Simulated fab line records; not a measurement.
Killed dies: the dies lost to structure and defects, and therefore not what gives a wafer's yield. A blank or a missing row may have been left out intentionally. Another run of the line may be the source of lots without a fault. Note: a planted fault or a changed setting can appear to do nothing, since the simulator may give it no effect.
Comparing a struck lot with a sound one + flow nandHarc + 14 steps out of a route of 1159
Sound: wafers L395.2, L395.5, L395.6. Struck: wafers L409.4, L409.6 (left out: L409.3, a lot-mate that was not struck); the cause follows at the end.
Per side, at each step with rows, come the tool, then ch with its chambers, and then its first start. Under that, the readings that differ: sound wafers + struck wafers + difference of the means + sigmas: that difference in standard deviations of wafers without a fault.
alike: readings with means less than 2 such deviations apart, plus words and numbers identical on both sides. not compared: withheld readings, readings lacking a value on some wafer, bounds such as >300 that could conceal the same value, and numbers that have no deviation in the record and whose values overlap.
A row with sigmas, a row that says differs or no value, or rows on one side alone: a step with any of these is where the two part. Non-overlapping numbers with no deviation appear without sigmas and do not part them. Lack of a reading on every wafer of one side parts them only where that side has two or more wafers.

NHARC_A_WL_FILL_CVD_03: deposits W, target thk 40 nm, time 3302 s.
  sound on cvdW-01 ch 0,1, day 16 11:29; struck on cvdW-02 ch 0,1, day 20 02:48
  alike: heaterPowerW, throttleValvePct
then, 1 step without rows for these wafers: NHARC_A_WL_FILL_ETCHBACK_04 (etches the open film in NF3, target depth 60 nm, time 120 s).
NHARC_A_WL_FILL_ETCHBACK_05: etches the open film in Cl2/BCl3, target depth 22 nm, time 60 s.
  sound on rieMetal-01 ch 0,1, day 16 15:01; struck on rieMetal-01 ch 0, day 20 05:26
  alike: drypumpMotorCurrentA, oesProductAu, runLengthS
  not compared: rfHoursCounterH
NHARC_A_WL_FILL_STRIP_27: strips in N2/H2, time 20 s.
  sound on plasmaAsher-02 ch 0,1, day 16 15:10; struck on plasmaAsher-01 ch 0, day 20 06:17
| reading          | sound       | struck  | difference | sigmas |
|------------------|-------------|---------|------------|--------|
| heaterPowerW (W) | 343 360 373 | 318 318 | -41        | -2     |
  alike: drypumpMotorCurrentA
  not compared: rfHoursCounterH
then, 4 steps without rows for these wafers: NHARC_A_WL_FILL_STRIP_28 (strips in post etch residue remover, time 1200 s); NHARC_A_WL_FILL_PRECLEAN_06 (cleans in DIW, time 300 s); NHARC_A_WL_FILL_SRD_07; NHARC_A_WL_FILL_ANNEAL_08 (time 1800 s).
NHARC_A_WL_FILL_ALD_10: deposits SiO2, target thk 50 nm, pulse time 10 s, ald cycles 500.
  sound on aldHk-02 ch 1,2,3, day 16 21:43; struck on aldHk-03 ch 0,1, day 20 10:25
  alike: heaterPowerW, precursorPulseHeightRel
then, 1 step without rows for these wafers: NHARC_A_WL_FILL_ETCHBACK_16 (etches the open film in C4F8/O2/Ar, target depth 88 nm, time 17.6 s).
NHARC_A_WL_FILL_STRIP_29: strips in O2, time 20 s.
  sound on rieDiel-03 ch 0,1,2, day 17 01:25; struck on rieDiel-12 ch 2, day 20 15:07
  alike: drypumpMotorCurrentA, oesProductAu, rfVppV, showerheadPlenumPTorr, throttleValvePct
  not compared: rfHoursCounterH
NHARC_A_WL_FILL_ETCHBACK_17: etches the open film in Cl2/BCl3, target depth 4 nm, time 26.7 s.
  sound on rieMetal-01 ch 0,1, day 17 01:31; struck on rieMetal-01 ch 0, day 20 15:14
| reading        | sound          | struck    | difference | sigmas |
|----------------|----------------|-----------|------------|--------|
| runLengthS (s) | 47.4 47.3 47.3 | 32.9 32.6 | -14.6      | -33    |
  alike: drypumpMotorCurrentA, oesProductAu
  not compared: rfHoursCounterH
then, 2 steps without rows for these wafers: NHARC_A_WL_FILL_PRECLEAN_18 (cleans in dHF, time 30 s); NHARC_END_SORT_01.

WHERE THEY PART
At NHARC_A_WL_FILL_STRIP_27 first; at NHARC_A_WL_FILL_ETCHBACK_17 last (within this record only).

WHY: what had been put in by the simulator
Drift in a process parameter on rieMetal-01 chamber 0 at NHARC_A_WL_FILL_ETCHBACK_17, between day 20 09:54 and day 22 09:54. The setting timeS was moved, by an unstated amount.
